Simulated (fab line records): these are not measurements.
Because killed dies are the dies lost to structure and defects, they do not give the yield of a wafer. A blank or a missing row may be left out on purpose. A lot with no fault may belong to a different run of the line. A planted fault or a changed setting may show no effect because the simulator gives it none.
Which tool did it?    flow nand harc    24 lots, 72 wafers sampled, at 6 steps of a route of 1302

WHAT THE GAUGES READ, wafer by wafer
NHARC_A_ONON_D1_THK_MEAS_34: measures by ellipsometry.
lot   measured      on             thk nm (nm)
L074  day 8 07:58   film metro-02  199.9 203.1 197.7
L075  day 8 14:44   film metro-01  195.1 198.0 200.0
L076  day 9 04:20   film metro-01  204.0 199.9 201.6
L077  day 9 12:39   film metro-02  204.1 202.4 206.8
L078  day 9 18:16   film metro-02  198.2 198.2 199.5
L079  day 10 06:22  film metro-01  199.2 200.4 200.0
L080  day 10 23:46  film metro-02  201.9 201.7 203.5
L081  day 11 07:48  film metro-01  197.7 194.7 197.2
L082  day 11 11:56  film metro-01  198.5 201.0 199.6
L083  day 12 05:42  film metro-02  195.0 199.0 200.7
L084  day 12 12:14  film metro-01  202.1 199.3 204.5
L085  day 12 20:03  film metro-02  200.2 195.3 202.3
L086  day 13 04:28  film metro-02  199.7 202.5 200.0
L087  day 13 12:40  film metro-02  196.3 199.1 197.9
L089  day 14 15:47  film metro-01  198.6 201.6 202.8
L088  day 14 15:50  film metro-02  198.9 197.7 200.8
L091  day 15 00:52  film metro-02  196.3 194.4 199.7
L090  day 15 00:53  film metro-01  197.4 203.1 203.7
L092  day 15 17:38  film metro-02  202.7 201.3 203.7
L094  day 16 12:55  film metro-01  197.0 199.4 202.7
L093  day 16 13:04  film metro-01  199.0 205.2 203.9
L095  day 17 06:40  film metro-02  200.6 203.3 203.3
L096  day 17 06:41  film metro-01  200.3 200.6 202.7
L097  day 17 14:38  film metro-01  201.9 202.3 203.6

NHARC_A_CHANNEL_FILL_D1_THK_MEAS_06: measures by ellipsometry.
lot   measured      on             thk nm (nm)
L074  day 10 07:49  film metro-01  6.1 5.9 4.6
L075  day 10 16:43  film metro-01  4.7 5.9 5.4
L076  day 11 07:00  film metro-01  5.4 5.2 5.1
L077  day 11 14:23  film metro-02  5.6 5.4 3.9
L078  day 11 14:23  film metro-01  3.9 3.0 6.2
L079  day 12 04:42  film metro-02  6.2 5.4 4.6
L080  day 13 00:50  film metro-02  3.7 2.9 5.1
L081  day 13 09:05  film metro-01  6.0 3.5 3.6
L082  day 13 09:05  film metro-02  5.5 5.9 4.6
L083  day 14 06:47  film metro-01  4.7 4.8 4.0
L084  day 14 15:12  film metro-02  5.2 3.6 3.8
L085  day 14 19:20  film metro-01  4.3 5.2 4.8
L086  day 15 05:56  film metro-01  5.3 4.8 5.1
L087  day 15 11:15  film metro-02  3.9 7.1 4.7
L089  day 16 16:16  film metro-01  5.7 3.4 6.0
L088  day 16 16:16  film metro-01  5.9 4.7 4.0
L091  day 17 00:00  film metro-01  5.0 4.6 4.1
L090  day 17 00:00  film metro-01  5.5 4.1 5.6
L092  day 18 07:31  film metro-02  6.1 5.5 4.2
L094  day 18 11:46  film metro-01  4.6 4.5 5.6
L093  day 18 11:46  film metro-02  4.8 3.4 4.8
L095  day 19 07:22  film metro-01  4.1 3.7 3.9
L096  day 19 07:22  film metro-02  5.1 7.0 4.5
L097  day 19 17:21  film metro-02  6.5 5.4 6.3

NHARC_A_ONON_D2_THK_MEAS_02: measures by ellipsometry.
lot   measured      on             thk nm (nm)
L074  day 12 07:38  film metro-02  1004 1004 1006
L075  day 12 17:19  film metro-02  991 991 992
L076  day 13 07:12  film metro-01  982 982 983
L077  day 14 00:54  film metro-02  994 991 993
L078  day 14 00:56  film metro-01  987 986 987
L079  day 14 10:44  film metro-02  1002 1003 1003
L080  day 14 23:10  film metro-02  977 976 975
L081  day 15 05:00  film metro-02  990 991 991
L082  day 15 05:01  film metro-01  985 985 986
L083  day 16 07:17  film metro-01  1015 1015 1016
L084  day 16 15:46  film metro-01  1018 1018 1018
L085  day 16 19:29  film metro-01  992 994 993
L086  day 17 02:31  film metro-01  994 997 996
L087  day 17 08:19  film metro-01  1001 1003 1002
L089  day 18 21:49  film metro-02  988 988 990
L088  day 18 21:39  film metro-01  995 993 995
L091  day 19 09:34  film metro-01  992 992 993
L090  day 19 09:10  film metro-01  1003 1004 1004
L092  day 20 10:02  film metro-01  1003 1002 1004
L094  day 20 10:18  film metro-01  1006 1008 1006
L093  day 20 10:09  film metro-02  1016 1017 1015
L095  day 21 05:14  film metro-01  1017 1017 1017
L096  day 21 05:13  film metro-02  1006 1009 1005
L097  day 21 15:23  film metro-02  1003 1002 1003

EACH LOT AND THE TOOL THAT RAN IT (in order: tool; ch and the chambers of the sampled wafers; start)
lot   NHARC_A_CHANNEL_HOLE_D1_ETCH_34                NHARC_A_CHANNEL_HOLE_D1_ETCH_22   NHARC_A_CHANNEL_HOLE_D1_XSEM_31
L074  rie diel-05 ch 0,3, day 8 13:50 or earlier     har etch-02 ch 0,1, day 8 13:50   xsem-02 ch 0, day 8 18:34
L075  rie diel-08 ch 0,2,3, day 8 19:59 or earlier   har etch-02 ch 0,1, day 8 19:59   xsem-01 ch 0, day 9 00:44
L076  rie diel-08 ch 0,2,3, day 9 11:55 or earlier   har etch-02 ch 0,1, day 9 11:55   xsem-01 ch 0, day 9 16:31
L077  rie diel-08 ch 0,3, day 9 19:27 or earlier     har etch-01 ch 0,1, day 9 19:27   xsem-01 ch 0, day 10 00:13
L078  rie diel-08 ch 0,2, day 9 23:16 or earlier     har etch-02 ch 0,1, day 9 23:16   xsem-02 ch 0, day 10 03:55
L079  rie diel-05 ch 0,2,3, day 10 11:37 or earlier  har etch-01 ch 0,1, day 10 11:37  xsem-01 ch 0, day 10 16:10
L080  rie diel-08 ch 2,3, day 11 05:05 or earlier    har etch-01 ch 0,1, day 11 05:05  xsem-02 ch 0, day 11 09:34
L081  rie diel-08 ch 0,1,2, day 11 14:20 or earlier  har etch-01 ch 0,1, day 11 14:20  xsem-01 ch 0, day 11 19:05
L082  rie diel-08 ch 1,2, day 11 17:56 or earlier    har etch-02 ch 0,1, day 11 17:56  xsem-02 ch 0, day 11 22:28
L083  rie diel-08 ch 2,3, day 12 13:37 or earlier    har etch-02 ch 0,1, day 12 13:37  xsem-02 ch 0, day 12 18:21
L084  rie diel-08 ch 0,1,3, day 12 18:17 or earlier  har etch-01 ch 0,1, day 12 18:17  xsem-01 ch 0, day 12 23:04
L085  rie diel-04 ch 0,1,2, day 13 02:18 or earlier  har etch-02 ch 0,1, day 13 02:18  xsem-02 ch 0, day 13 06:56
L086  rie diel-08 ch 1,3, day 13 10:36 or earlier    har etch-02 ch 0,1, day 13 10:36  xsem-01 ch 0, day 13 15:15
L087  rie diel-05 ch 0,1,2, day 13 17:49 or earlier  har etch-02 ch 0,1, day 13 17:49  xsem-01 ch 0, day 13 22:28
L089  rie diel-08 ch 0,1, day 14 20:37               har etch-02 ch 0,1, day 14 23:01  xsem-01 ch 0, day 15 03:49
L088  rie diel-08 ch 0,1, day 14 23:29 or earlier    har etch-01 ch 0,1, day 14 23:29  xsem-02 ch 0, day 15 04:31
L091  rie diel-08 ch 1,2, day 15 06:11 or earlier    har etch-02 ch 0,1, day 15 06:11  xsem-01 ch 0, day 15 11:07
L090  rie diel-05 ch 0,2, day 15 06:26 or earlier    har etch-01 ch 0,1, day 15 06:26  xsem-02 ch 0, day 15 12:11
L092  rie diel-08 ch 1,3, day 16 08:42 or earlier    har etch-02 ch 0,1, day 16 08:42  xsem-01 ch 0, day 16 13:27
L094  rie diel-05 ch 0,1,2, day 16 18:22 or earlier  har etch-01 ch 0,1, day 16 18:22  xsem-02 ch 0, day 16 23:28
L093  rie diel-04 ch 2,3, day 16 19:05 or earlier    har etch-02 ch 0,1, day 16 19:05  xsem-02 ch 0, day 16 23:40
L095  rie diel-08 ch 2,3, day 17 14:02 or earlier    har etch-01 ch 0,1, day 17 14:02  xsem-01 ch 0, day 17 18:41
L096  rie diel-05 ch 1,2, day 17 16:10 or earlier    har etch-02 ch 0,1, day 17 16:10  xsem-02 ch 0, day 17 20:48
L097  rie diel-08 ch 0,2, day 18 00:07 or earlier    har etch-02 ch 0,1, day 18 00:07  xsem-02 ch 0, day 18 04:46
- NHARC_A_CHANNEL_HOLE_D1_ETCH_34: etches the open film in CF4/CHF3, target depth 154 nm, time 77 s.
- NHARC_A_CHANNEL_HOLE_D1_ETCH_22: etches the open film in C4F8/O2/Ar, time 666.7 s, target depth 1600 nm.
- NHARC_A_CHANNEL_HOLE_D1_XSEM_31

AS READ BY THE TOOLS THEMSELVES (means over the sampled wafers that have a number; for cases with no such wafer, the mark the record gives instead)
NHARC_A_CHANNEL_HOLE_D1_ETCH_34.
lot   tool         cf4 flow sccm (sccm)  drypump motor current A (A)  mfc ar sccm (sccm)  oes product au (a.u.)  rf vpp V (V)  showerhead plenum p Torr (Torr)  throttle valve pct (%)
L074  rie diel-05  99.93                 6.1                          0.003               0.968                  368.2         1.50                             16.807
L075  rie diel-08  99.99                 5.8                          0.007               0.942                  370.9         1.57                             16.804
L076  rie diel-08  99.97                 5.8                          0.007               0.952                  371.0         1.57                             16.800
L077  rie diel-08  100.36                6.0                          0.014               0.961                  372.7         1.61                             16.803
L078  rie diel-08  99.85                 5.6                          0.000               0.960                  369.9         1.53                             16.790
L079  rie diel-05  100.11                6.2                          0.003               0.924                  368.9         1.53                             16.799
L080  rie diel-08  99.68                 5.9                          0.007               0.951                  371.1         1.60                             16.812
L081  rie diel-08  100.17                5.8                          0.000               0.965                  369.1         1.52                             16.803
L082  rie diel-08  99.90                 5.8                          0.000               0.916                  371.1         1.55                             16.801
L083  rie diel-08  100.02                6.1                          0.014               0.916                  373.4         1.64                             16.806
L084  rie diel-08  100.40                6.0                          0.007               0.916                  370.3         1.56                             16.803
L085  rie diel-04  99.81                 5.9                          0.011               0.926                  371.0         1.58                             16.792
L086  rie diel-08  99.78                 6.3                          0.007               0.915                  370.7         1.57                             16.810
L087  rie diel-05  100.11                6.1                          0.007               0.926                  369.2         1.54                             16.802
L089  rie diel-08  100.15                5.7                          0.000               0.913                  368.6         1.49                             16.796
L088  rie diel-08  100.04                5.7                          0.000               0.921                  367.7         1.49                             16.803
L091  rie diel-08  99.62                 6.0                          0.000               0.907                  370.1         1.53                             16.809
L090  rie diel-05  100.19                6.4                          0.003               0.918                  370.5         1.56                             16.794
L092  rie diel-08  100.25                6.3                          0.014               0.911                  371.6         1.63                             16.810
L094  rie diel-05  99.84                 6.1                          0.007               0.970                  369.8         1.53                             16.796
L093  rie diel-04  100.07                5.6                          0.011               0.959                  368.1         1.49                             16.800
L095  rie diel-08  100.27                6.1                          0.014               0.976                  373.4         1.64                             16.801
L096  rie diel-05  100.25                5.6                          0.012               0.921                  369.2         1.54                             16.807
L097  rie diel-08  100.01                5.5                          0.000               0.963                  368.8         1.53                             16.808

NHARC_A_CHANNEL_HOLE_D1_ETCH_22.
lot   tool         drypump motor current A (A)  mfc ar sccm (sccm)  o2 flow sccm (sccm)  showerhead plenum p Torr (Torr)  throttle valve pct (%)
L074  har etch-02  4.9                          374.6               35.74                3.70                             32.161
L075  har etch-02  4.9                          375.4               35.67                3.70                             32.142
L076  har etch-02  4.9                          375.7               35.66                3.69                             32.152
L077  har etch-01  6.0                          374.6               35.74                3.71                             32.154
L078  har etch-02  4.9                          374.1               35.68                3.69                             32.149
L079  har etch-01  5.8                          375.4               35.57                3.71                             32.150
L080  har etch-01  5.8                          374.3               35.63                3.71                             32.158
L081  har etch-01  6.0                          375.8               35.66                3.69                             32.143
L082  har etch-02  5.0                          376.2               35.65                3.71                             32.164
L083  har etch-02  5.0                          375.4               35.84                3.70                             32.156
L084  har etch-01  6.0                          374.0               35.77                3.68                             32.154
L085  har etch-02  4.9                          376.2               35.77                3.67                             32.157
L086  har etch-02  4.9                          374.4               35.93                3.66                             32.155
L087  har etch-02  4.9                          375.3               35.74                3.66                             32.155
L089  har etch-02  5.0                          375.4               35.90                3.69                             32.161
L088  har etch-01  5.9                          376.2               35.65                3.68                             32.160
L091  har etch-02  4.9                          374.3               35.72                3.65                             32.160
L090  har etch-01  5.9                          373.9               35.74                3.67                             32.151
L092  har etch-02  4.9                          376.5               35.74                3.64                             32.144
L094  har etch-01  6.0                          375.5               35.74                3.65                             32.161
L093  har etch-02  4.9                          375.7               35.68                3.64                             32.164
L095  har etch-01  6.0                          375.6               35.71                3.64                             32.160
L096  har etch-02  5.1                          375.3               35.62                3.78                             32.149
L097  har etch-02  5.0                          375.1               35.73                3.78                             32.150

NHARC_A_CHANNEL_HOLE_D1_XSEM_31.
lot   tool     bot cd nm (nm)  bow nm (nm)  tilt deg (degrees)
L074  xsem-02  74.6            8.72         0.08
L075  xsem-01  76.1            8.08         0.04
L076  xsem-01  76.0            8.68         0.11
L077  xsem-01  75.4            8.52         0.06
L078  xsem-02  75.7            8.20         0.08
L079  xsem-01  74.1            8.77         0.01
L080  xsem-02  75.8            8.75         0.05
L081  xsem-01  75.4            8.79         0.09
L082  xsem-02  74.6            8.18         0.02
L083  xsem-02  76.8            8.25         0.08
L084  xsem-01  73.5            8.29         0.11
L085  xsem-02  74.1            8.65         0.06
L086  xsem-01  75.2            8.50         0.08
L087  xsem-01  73.2            8.57         0.07
L089  xsem-01  74.1            8.60         0.11
L088  xsem-02  75.8            8.96         0.09
L091  xsem-01  74.8            8.59         0.05
L090  xsem-02  74.2            8.40         0.16
L092  xsem-01  74.7            8.34         0.08
L094  xsem-02  74.7            8.74         0.08
L093  xsem-02  74.1            8.71         0.03
L095  xsem-01  76.5            9.01         0.05
L096  xsem-02  75.7            8.67         0.04
L097  xsem-02  76.7            8.35         0.06

THE ANSWER, worked out from the rows above alone
Rule: usual is defined by the lots themselves. The widest of any qualifying gaps counts: lots, ordered by their means at a reading, are off when they make up no more than a third of the lots, leave a main group of 4 or more, and stand apart from it by 3 or more times the standard deviation of that group's means. A main group is skipped when, at the precision printed for the reading in the tables above, its means are all equal. A lot without any number at a reading at which 4 lots or more have one is off too. All remaining lots with rows at the step are treated as sound. After the gauges, taken in route order, come the tools' own readings; for these a lot's mean is taken, as printed above. At the first step where some lot is off, the reading lying furthest off is the one used; lots without a number count as furthest.
Nothing can be told from this: no lot is off at any reading shown.

WHAT THE SIMULATOR HAD INSERTED
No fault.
